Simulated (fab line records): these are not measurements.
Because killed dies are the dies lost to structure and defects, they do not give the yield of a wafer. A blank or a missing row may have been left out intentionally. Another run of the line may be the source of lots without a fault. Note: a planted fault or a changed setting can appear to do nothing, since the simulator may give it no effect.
fab line records / flow n5_finfet / part 2 of 2: steps 18 to 30 of 30
record lots=5 wafers=15 last_day=15
route steps=1938 shown SD_EPI_P@297
lots that met no fault: taken from a fault-free run of the same line
start_h: the number of hours between the record's first day and the start of the first shown wafer of the lot / wait_h: hours elapsed since this lot's preceding step / " unchanged from the row above / L1.1+2: one row covering several wafers at once / - no value present, or no start provided / * or withheld: withheld / < > ~ a bound
route shown NAME@n: a module of which the file shows steps, and the number in the route of the first / usual: mean/standard deviation taken from wafers without a fault / same: alike in all rows / chamber/n: place in a boat / sites: readings site by site / _std_site: their standard deviation / _edge_site: inner sites' mean taken away from outer sites' mean / radius_mm: how far each site lies from the wafer's centre / mask NAME#n: copy n / behind: the last tool/chamber to shape the wafer / hold: reason for holding the lot/hours on hold/outcome of the hold / device: the transistor (n, p or np) that didn't switch / end of line: at the end of the route, the tests of the same wafers / a step with no rows: only its recipe / killed: dies lost to structure and defects at the first sort, not the wafer's yield / map: per-die view of a wafer (x killed, . not killed, _ where there is no die)
set.NAME: the setting the step ran with; set.NAME@STEP: the setting that earlier step ran with / model.NAME: the simulator's own value behind a step, which no gauge read
lots at selected steps of the route; one table per step, one row per wafer
services: the hour from which a tool's chamber was out of use, counted from the record's first day as start_h (under 0 if before that day), plus the number of hours and why
## steps
# step N5_SD_EPI_P_SD_RECESS_17
# recipe chemistry=HBr/Cl2/O2 target_depth_a=391 bt_time_s=3 pressure_mtorr=10 icp_w=800 bias_w=112 HBr_flow_sccm=150 Cl2_flow_sccm=80 O2_flow_sccm=12
# usual HBr_flow_sccm=150.0/0.45 chamber_pressure_mTorr=9.999/0.0091 drypump_motor_current_A=5.9/0.52 he_backside_leak_sccm=2.75/0.28 oes_product_au=1.003/0.0093 throttle_valve_pct=37.12/0.26
lot.wafer=L079.2 tool=rie_si-05 chamber=1 start_h=85.34 wait_h=0.0 HBr_flow_sccm=149.7 chamber_pressure_mTorr=9.988 drypump_motor_current_A=5.3 he_backside_leak_sccm=2.68 oes_product_au=1.000 rf_hours_counter_h=153 throttle_valve_pct=37.31
lot.wafer=L079.3 tool=rie_si-05 chamber=0 start_h=85.34 wait_h=0.0 HBr_flow_sccm=150.0 chamber_pressure_mTorr=10.005 drypump_motor_current_A=5.7 he_backside_leak_sccm=2.39 oes_product_au=1.023 rf_hours_counter_h=45 throttle_valve_pct=36.87
lot.wafer=L079.5 tool=rie_si-05 chamber=1 start_h=85.34 wait_h=0.0 HBr_flow_sccm=149.9 chamber_pressure_mTorr=9.983 drypump_motor_current_A=5.3 he_backside_leak_sccm=2.80 oes_product_au=1.001 rf_hours_counter_h=- throttle_valve_pct=37.29
lot.wafer=L082.2 tool=rie_si-05 chamber=1 start_h=102.59 wait_h=0.0 HBr_flow_sccm=150.4 chamber_pressure_mTorr=10.006 drypump_motor_current_A=5.3 he_backside_leak_sccm=2.77 oes_product_au=1.005 rf_hours_counter_h=153 throttle_valve_pct=37.29
lot.wafer=L082.3 tool=rie_si-05 chamber=3 start_h=102.59 wait_h=0.0 HBr_flow_sccm=149.4 chamber_pressure_mTorr=10.004 drypump_motor_current_A=6.6 he_backside_leak_sccm=2.75 oes_product_au=1.008 rf_hours_counter_h=191 throttle_valve_pct=36.72
lot.wafer=L082.5 tool=rie_si-05 chamber=2 start_h=102.59 wait_h=0.0 HBr_flow_sccm=150.2 chamber_pressure_mTorr=9.994 drypump_motor_current_A=5.3 he_backside_leak_sccm=3.13 oes_product_au=1.002 rf_hours_counter_h=- throttle_valve_pct=37.23
lot.wafer=L085.1 tool=rie_si-01 chamber=0 start_h=125.45 wait_h=0.0 HBr_flow_sccm=149.5 chamber_pressure_mTorr=9.989 drypump_motor_current_A=6.2 he_backside_leak_sccm=2.51 oes_product_au=1.004 rf_hours_counter_h=15 throttle_valve_pct=37.47
lot.wafer=L085.3 tool=rie_si-01 chamber=1 start_h=125.45 wait_h=0.0 HBr_flow_sccm=149.6 chamber_pressure_mTorr=10.010 drypump_motor_current_A=6.3 he_backside_leak_sccm=3.04 oes_product_au=0.999 rf_hours_counter_h=118 throttle_valve_pct=36.96
lot.wafer=L085.5 tool=rie_si-01 chamber=3 start_h=125.45 wait_h=0.0 HBr_flow_sccm=150.2 chamber_pressure_mTorr=9.987 drypump_motor_current_A=6.3 he_backside_leak_sccm=2.92 oes_product_au=0.990 rf_hours_counter_h=- throttle_valve_pct=37.25
lot.wafer=L088.1 tool=rie_si-01 chamber=3 start_h=141.24 wait_h=0.0 HBr_flow_sccm=149.5 chamber_pressure_mTorr=10.017 drypump_motor_current_A=6.3 he_backside_leak_sccm=3.26 oes_product_au=0.989 rf_hours_counter_h=168 throttle_valve_pct=37.26
lot.wafer=L088.4 tool=rie_si-01 chamber=2 start_h=141.24 wait_h=0.0 HBr_flow_sccm=150.2 chamber_pressure_mTorr=10.001 drypump_motor_current_A=6.3 he_backside_leak_sccm=3.02 oes_product_au=1.009 rf_hours_counter_h=150 throttle_valve_pct=37.07
lot.wafer=L088.6 tool=rie_si-01 chamber=1 start_h=141.24 wait_h=0.0 HBr_flow_sccm=149.7 chamber_pressure_mTorr=9.991 drypump_motor_current_A=6.3 he_backside_leak_sccm=2.90 oes_product_au=0.999 rf_hours_counter_h=- throttle_valve_pct=36.97
lot.wafer=L089.1 tool=rie_si-05 chamber=0 start_h=143.39 wait_h=0.0 HBr_flow_sccm=150.3 chamber_pressure_mTorr=10.000 drypump_motor_current_A=5.7 he_backside_leak_sccm=2.39 oes_product_au=1.024 rf_hours_counter_h=46 throttle_valve_pct=36.87
lot.wafer=L089.4 tool=rie_si-05 chamber=3 start_h=143.39 wait_h=0.0 HBr_flow_sccm=149.9 chamber_pressure_mTorr=10.014 drypump_motor_current_A=6.6 he_backside_leak_sccm=2.71 oes_product_au=1.007 rf_hours_counter_h=191 throttle_valve_pct=36.71
lot.wafer=L089.5 tool=rie_si-05 chamber=2 start_h=143.39 wait_h=0.0 HBr_flow_sccm=148.9 chamber_pressure_mTorr=9.994 drypump_motor_current_A=5.3 he_backside_leak_sccm=3.34 oes_product_au=1.009 rf_hours_counter_h=- throttle_valve_pct=37.24
# step N5_SD_EPI_P_WET_ETCH_45
# recipe chemistry=dHF dilution=withheld time_s=10.7 target=SiO2 target_depth_a=20 temp_c=25 dry=ipa_marangoni rinse_time_s=30 rinse_temp_c=23
lot.wafer=L079.2+3+5 tool=wet_bench-01 chamber=4,0,2 start_h=85.44 wait_h=0.1
lot.wafer=L082.2+3+5 tool=wet_bench-04 chamber=3,4,7 start_h=102.69 wait_h=0.1
lot.wafer=L085.1+3+5 tool=wet_bench-04 chamber=6,0,7 start_h=125.54 wait_h=0.1
lot.wafer=L088.1+4+6 tool=wet_bench-04 chamber=1,6,4 start_h=141.34 wait_h=0.1
lot.wafer=L089.1+4+5 tool=wet_bench-06 chamber=3,2,6 start_h=143.48 wait_h=0.1
# step N5_SD_EPI_P_STRIP_40
# recipe chemistry=N2/H2 power_w=1000 temp_c=250 h2_frac=0.65 overash_fraction=0.3 pressure_mtorr=withheld n2_flow_sccm=1750 h2_flow_sccm=3250
# usual drypump_motor_current_A=5.4/0.57 heater_power_w=323/19 oes_product_au=0.762/0.011
lot.wafer=L079.2 tool=plasma_asher-02 chamber=1 start_h=85.49 wait_h=0.0 drypump_motor_current_A=5.2 heater_power_w=294 oes_product_au=0.771 rf_hours_counter_h=87
lot.wafer=L079.3 tool=plasma_asher-02 chamber=1 start_h=85.49 wait_h=0.0 drypump_motor_current_A=5.2 heater_power_w=297 oes_product_au=0.772 rf_hours_counter_h=-
lot.wafer=L079.5 tool=plasma_asher-02 chamber=0 start_h=85.49 wait_h=0.0 drypump_motor_current_A=4.9 heater_power_w=338 oes_product_au=0.764 rf_hours_counter_h=-
lot.wafer=L082.2 tool=plasma_asher-02 chamber=1 start_h=102.74 wait_h=0.0 drypump_motor_current_A=5.2 heater_power_w=289 oes_product_au=0.769 rf_hours_counter_h=90
lot.wafer=L082.3 tool=plasma_asher-02 chamber=0 start_h=102.74 wait_h=0.0 drypump_motor_current_A=4.9 heater_power_w=327 oes_product_au=0.764 rf_hours_counter_h=-
lot.wafer=L082.5 tool=plasma_asher-02 chamber=0 start_h=102.74 wait_h=0.0 drypump_motor_current_A=4.9 heater_power_w=335 oes_product_au=0.751 rf_hours_counter_h=-
lot.wafer=L085.1 tool=plasma_asher-02 chamber=0 start_h=125.60 wait_h=0.0 drypump_motor_current_A=4.9 heater_power_w=330 oes_product_au=0.752 rf_hours_counter_h=95
lot.wafer=L085.3 tool=plasma_asher-02 chamber=1 start_h=125.60 wait_h=0.0 drypump_motor_current_A=5.2 heater_power_w=308 oes_product_au=0.742 rf_hours_counter_h=-
lot.wafer=L085.5 tool=plasma_asher-02 chamber=0 start_h=125.60 wait_h=0.0 drypump_motor_current_A=4.9 heater_power_w=323 oes_product_au=0.779 rf_hours_counter_h=-
lot.wafer=L088.1 tool=plasma_asher-02 chamber=0 start_h=141.39 wait_h=0.0 drypump_motor_current_A=4.9 heater_power_w=338 oes_product_au=0.759 rf_hours_counter_h=98
lot.wafer=L088.4 tool=plasma_asher-02 chamber=1 start_h=141.39 wait_h=0.0 drypump_motor_current_A=5.2 heater_power_w=295 oes_product_au=0.760 rf_hours_counter_h=-
lot.wafer=L088.6 tool=plasma_asher-02 chamber=0 start_h=141.39 wait_h=0.0 drypump_motor_current_A=4.9 heater_power_w=329 oes_product_au=0.763 rf_hours_counter_h=-
lot.wafer=L089.1 tool=plasma_asher-01 chamber=0 start_h=143.53 wait_h=0.0 drypump_motor_current_A=6.6 heater_power_w=345 oes_product_au=0.753 rf_hours_counter_h=53
lot.wafer=L089.4 tool=plasma_asher-01 chamber=0 start_h=143.53 wait_h=0.0 drypump_motor_current_A=6.6 heater_power_w=350 oes_product_au=0.758 rf_hours_counter_h=-
lot.wafer=L089.5 tool=plasma_asher-01 chamber=0 start_h=143.53 wait_h=0.0 drypump_motor_current_A=6.6 heater_power_w=349 oes_product_au=0.753 rf_hours_counter_h=-
# step N5_SD_EPI_P_PRECLEAN_52
# recipe chemistry=O3/DIW time_s=60 temp_c=22 o3_ppm=10
lot.wafer=L079.2+3+5 tool=wet_bench-04 chamber=4,7,0 start_h=85.58 wait_h=-
lot.wafer=L082.2+3+5 tool=wet_bench-01 chamber=7,1,0 start_h=102.82 wait_h=-
lot.wafer=L085.1+3+5 tool=wet_bench-06 chamber=1,2,3 start_h=125.68 wait_h=-
lot.wafer=L088.1+4+6 tool=wet_bench-06 chamber=2,0,4 start_h=141.48 wait_h=-
lot.wafer=L089.1+4+5 tool=wet_bench-04 chamber=3,2,0 start_h=143.62 wait_h=-
# step N5_SD_EPI_P_SRD_20
# recipe dry=ipa_marangoni do_ppb=5 time_s=30 temp_c=23 rinse_liquid=diw
lot.wafer=L079.2+3+5 tool=wet_bench-04 chamber=4,7,0 start_h=85.62 wait_h=0.0
lot.wafer=L082.2+3+5 tool=wet_bench-01 chamber=7,1,0 start_h=102.86 wait_h=0.0
lot.wafer=L085.1+3+5 tool=wet_bench-06 chamber=1,2,3 start_h=125.70 wait_h=0.0
lot.wafer=L088.1+4+6 tool=wet_bench-06 chamber=2,0,4 start_h=141.50 wait_h=0.0
lot.wafer=L089.1+4+5 tool=wet_bench-04 chamber=3,2,0 start_h=143.64 wait_h=0.0
# step N5_SD_EPI_P_PRECLEAN_51
# recipe chemistry=NF3:NH3 afs_cycles=1 temp_c=30 time_s=20 sublimation_temp_c=180 sublimation_time_s=60 pressure_torr=3 rf_power_w=30
# same afs_cycles=1
lot.wafer=L079.2+3+5 tool=epi_rpcvd-04 chamber=0 start_h=85.71 wait_h=0.1
lot.wafer=L082.2+3+5 tool=epi_rpcvd-04 chamber=0 start_h=102.96 wait_h=0.1
lot.wafer=L085.1+3+5 tool=epi_rpcvd-01 chamber=0 start_h=125.75 wait_h=0.0
lot.wafer=L088.1+4+6 tool=epi_rpcvd-01 chamber=0 start_h=141.54 wait_h=0.0
lot.wafer=L089.1+4+5 tool=epi_rpcvd-04 chamber=0 start_h=143.69 wait_h=0.0
# step N5_SD_EPI_P_VAPOR_ETCH_44
# recipe chemistry=NF3/Ar target=SiGe30 temp_c=25 time_s=3.3 mode=isotropic
lot.wafer=L079.2+3+5 tool=epi_rpcvd-04 chamber=0 start_h=85.89 wait_h=0.1
lot.wafer=L082.2+3+5 tool=epi_rpcvd-04 chamber=0 start_h=103.14 wait_h=0.1
lot.wafer=L085.1+3+5 tool=epi_rpcvd-01 chamber=0 start_h=125.93 wait_h=0.1
lot.wafer=L088.1+4+6 tool=epi_rpcvd-01 chamber=0 start_h=141.72 wait_h=0.1
lot.wafer=L089.1+4+5 tool=epi_rpcvd-04 chamber=0 start_h=143.87 wait_h=0.1
# step N5_SD_EPI_P_EPI_21
# recipe material=SiGe:B dopant=B temp_c=550 pressure_torr=20 ambient=H2 time_s=355
lot.wafer=L079.2+3+5 tool=epi_rpcvd-04 chamber=0 start_h=86.40 wait_h=0.5
lot.wafer=L082.2+3+5 tool=epi_rpcvd-04 chamber=0 start_h=103.65 wait_h=0.5
lot.wafer=L085.1+3+5 tool=epi_rpcvd-01 chamber=0 start_h=126.11 wait_h=0.1
lot.wafer=L088.1+4+6 tool=epi_rpcvd-01 chamber=0 start_h=141.90 wait_h=0.1
lot.wafer=L089.1+4+5 tool=epi_rpcvd-04 chamber=0 start_h=144.05 wait_h=0.1
# step N5_SD_EPI_P_EPI_MEAS_23
# recipe mode=xrd
# usual thk_nm=61.2/1.4
lot.wafer=L079.2 tool=film_metro-02 chamber=- start_h=88.24 wait_h=1.5 thk_nm=59.2
lot.wafer=L079.3 tool=film_metro-02 chamber=- start_h=88.24 wait_h=1.5 thk_nm=58.7
lot.wafer=L079.5 tool=film_metro-02 chamber=- start_h=88.24 wait_h=1.5 thk_nm=61.5
lot.wafer=L082.2 tool=film_metro-01 chamber=- start_h=105.50 wait_h=1.5 thk_nm=58.5
lot.wafer=L082.3 tool=film_metro-01 chamber=- start_h=105.50 wait_h=1.5 thk_nm=61.9
lot.wafer=L082.5 tool=film_metro-01 chamber=- start_h=105.50 wait_h=1.5 thk_nm=62.5
lot.wafer=L085.1 tool=film_metro-02 chamber=- start_h=128.32 wait_h=1.9 thk_nm=62.3
lot.wafer=L085.3 tool=film_metro-02 chamber=- start_h=128.32 wait_h=1.9 thk_nm=58.9
lot.wafer=L085.5 tool=film_metro-02 chamber=- start_h=128.32 wait_h=1.9 thk_nm=63.3
lot.wafer=L088.1 tool=film_metro-01 chamber=- start_h=144.10 wait_h=1.8 thk_nm=59.5
lot.wafer=L088.4 tool=film_metro-01 chamber=- start_h=144.10 wait_h=1.8 thk_nm=61.9
lot.wafer=L088.6 tool=film_metro-01 chamber=- start_h=144.10 wait_h=1.8 thk_nm=60.1
lot.wafer=L089.1 tool=film_metro-01 chamber=- start_h=146.25 wait_h=1.8 thk_nm=62.0
lot.wafer=L089.4 tool=film_metro-01 chamber=- start_h=146.25 wait_h=1.8 thk_nm=60.4
lot.wafer=L089.5 tool=film_metro-01 chamber=- start_h=146.25 wait_h=1.8 thk_nm=61.8
# step N5_SD_EPI_P_HM_STRIP_48
# recipe chemistry=H3PO4 temp_c=160 material=SiNx target=SiNx target_depth_a=30 overetch_fraction=0.3
# usual bath_guard_temp_C=159.8/0.5
lot.wafer=L079.2 tool=wet_bench-06 chamber=7 start_h=88.28 wait_h=0.0 bath_guard_temp_C=159.9
lot.wafer=L079.3 tool=wet_bench-06 chamber=1 start_h=88.28 wait_h=0.0 bath_guard_temp_C=159.9
lot.wafer=L079.5 tool=wet_bench-06 chamber=0 start_h=88.28 wait_h=0.0 bath_guard_temp_C=160.0
lot.wafer=L082.2 tool=wet_bench-04 chamber=5 start_h=105.54 wait_h=0.0 bath_guard_temp_C=159.6
lot.wafer=L082.3 tool=wet_bench-04 chamber=6 start_h=105.54 wait_h=0.0 bath_guard_temp_C=160.2
lot.wafer=L082.5 tool=wet_bench-04 chamber=3 start_h=105.54 wait_h=0.0 bath_guard_temp_C=160.0
lot.wafer=L085.1 tool=wet_bench-01 chamber=1 start_h=128.36 wait_h=0.0 bath_guard_temp_C=158.5
lot.wafer=L085.3 tool=wet_bench-01 chamber=2 start_h=128.36 wait_h=0.0 bath_guard_temp_C=160.1
lot.wafer=L085.5 tool=wet_bench-01 chamber=3 start_h=128.36 wait_h=0.0 bath_guard_temp_C=160.0
lot.wafer=L088.1 tool=wet_bench-01 chamber=4 start_h=144.14 wait_h=0.0 bath_guard_temp_C=159.5
lot.wafer=L088.4 tool=wet_bench-01 chamber=0 start_h=144.14 wait_h=0.0 bath_guard_temp_C=159.1
lot.wafer=L088.6 tool=wet_bench-01 chamber=1 start_h=144.14 wait_h=0.0 bath_guard_temp_C=158.5
lot.wafer=L089.1 tool=wet_bench-04 chamber=1 start_h=146.28 wait_h=0.0 bath_guard_temp_C=159.7
lot.wafer=L089.4 tool=wet_bench-04 chamber=2 start_h=146.28 wait_h=0.0 bath_guard_temp_C=160.1
lot.wafer=L089.5 tool=wet_bench-04 chamber=5 start_h=146.28 wait_h=0.0 bath_guard_temp_C=159.8
# step N5_SD_EPI_P_SRD_49
# recipe dry=ipa_marangoni time_s=30 temp_c=23 rinse_liquid=diw
lot.wafer=L079.2+3+5 tool=wet_bench-06 chamber=7,1,0 start_h=88.33 wait_h=0.0
lot.wafer=L082.2+3+5 tool=wet_bench-04 chamber=5,6,3 start_h=105.59 wait_h=0.0
lot.wafer=L085.1+3+5 tool=wet_bench-01 chamber=1,2,3 start_h=128.41 wait_h=0.0
lot.wafer=L088.1+4+6 tool=wet_bench-01 chamber=4,0,1 start_h=144.19 wait_h=0.0
lot.wafer=L089.1+4+5 tool=wet_bench-04 chamber=1,2,5 start_h=146.34 wait_h=0.0
# step N5_SD_EPI_P_PRECLEAN_24
# recipe chemistry=O3/DIW time_s=45 temp_c=22 o3_ppm=10
lot.wafer=L079.2+3+5 tool=wet_bench-06 chamber=7,1,0 start_h=88.35 wait_h=0.0
lot.wafer=L082.2+3+5 tool=wet_bench-04 chamber=5,6,3 start_h=105.61 wait_h=0.0
lot.wafer=L085.1+3+5 tool=wet_bench-01 chamber=1,2,3 start_h=128.43 wait_h=0.0
lot.wafer=L088.1+4+6 tool=wet_bench-01 chamber=4,0,1 start_h=144.21 wait_h=0.0
lot.wafer=L089.1+4+5 tool=wet_bench-04 chamber=1,2,5 start_h=146.36 wait_h=0.0
# step N5_SD_EPI_P_PRECLEAN_32
# recipe chemistry=dHF time_s=10 dilution=500:1 temp_c=25
lot.wafer=L079.2+3+5 tool=wet_bench-06 chamber=7,1,0 start_h=88.36 wait_h=0.0
lot.wafer=L082.2+3+5 tool=wet_bench-04 chamber=5,6,3 start_h=105.62 wait_h=0.0
lot.wafer=L085.1+3+5 tool=wet_bench-01 chamber=1,2,3 start_h=128.44 wait_h=0.0
lot.wafer=L088.1+4+6 tool=wet_bench-01 chamber=4,0,1 start_h=144.23 wait_h=0.0
lot.wafer=L089.1+4+5 tool=wet_bench-04 chamber=1,2,5 start_h=146.37 wait_h=0.0
## services
tool=arfi_scanner-01 chamber=- start_h=61.69 hours=1.3 kind=pm
tool=arfi_scanner-03 chamber=- start_h=64.18 hours=0.8 kind=pm
tool=rie_diel-01 chamber=1 start_h=67.90 hours=- kind=clean
tool=rie_diel-01 chamber=1 start_h=67.90 hours=- kind=consumable_replace:focus_ring
tool=rie_diel-01 chamber=1 start_h=67.90 hours=- kind=consumable_replace:showerhead
tool=rie_diel-01 chamber=1 start_h=67.90 hours=21.2 kind=scheduled_down
tool=rie_diel-01 chamber=1 start_h=67.90 hours=21.2 kind=vent_cycle
tool=arfi_scanner-02 chamber=- start_h=73.00 hours=1.0 kind=pm
tool=arfi_scanner-01 chamber=- start_h=85.35 hours=1.0 kind=pm
tool=arfi_scanner-02 chamber=- start_h=85.60 hours=1.1 kind=repair
tool=arfi_scanner-02 chamber=- start_h=92.66 hours=2.4 kind=repair
tool=arfi_scanner-03 chamber=- start_h=95.50 hours=4.9 kind=pm
tool=rie_diel-03 chamber=1 start_h=95.95 hours=26.3 kind=repair
tool=epi_rpcvd-01 chamber=- start_h=98.22 hours=6.0 kind=pm
tool=plasma_asher-02 chamber=- start_h=108.90 hours=1.4 kind=repair
tool=arfi_scanner-02 chamber=- start_h=110.88 hours=1.3 kind=pm
tool=arfi_scanner-03 chamber=- start_h=112.38 hours=1.0 kind=pm
tool=arfi_scanner-02 chamber=- start_h=129.44 hours=0.7 kind=repair
tool=litho_track-02 chamber=- start_h=129.95 hours=- kind=consumable_replace:filter
tool=rie_diel-01 chamber=3 start_h=132.83 hours=3.4 kind=repair
tool=arfi_scanner-03 chamber=- start_h=137.42 hours=1.3 kind=pm
tool=rie_diel-03 chamber=- start_h=137.82 hours=2.8 kind=pm
tool=arfi_scanner-02 chamber=0 start_h=139.43 hours=- kind=calibration
tool=arfi_scanner-03 chamber=- start_h=143.48 hours=0.2 kind=repair
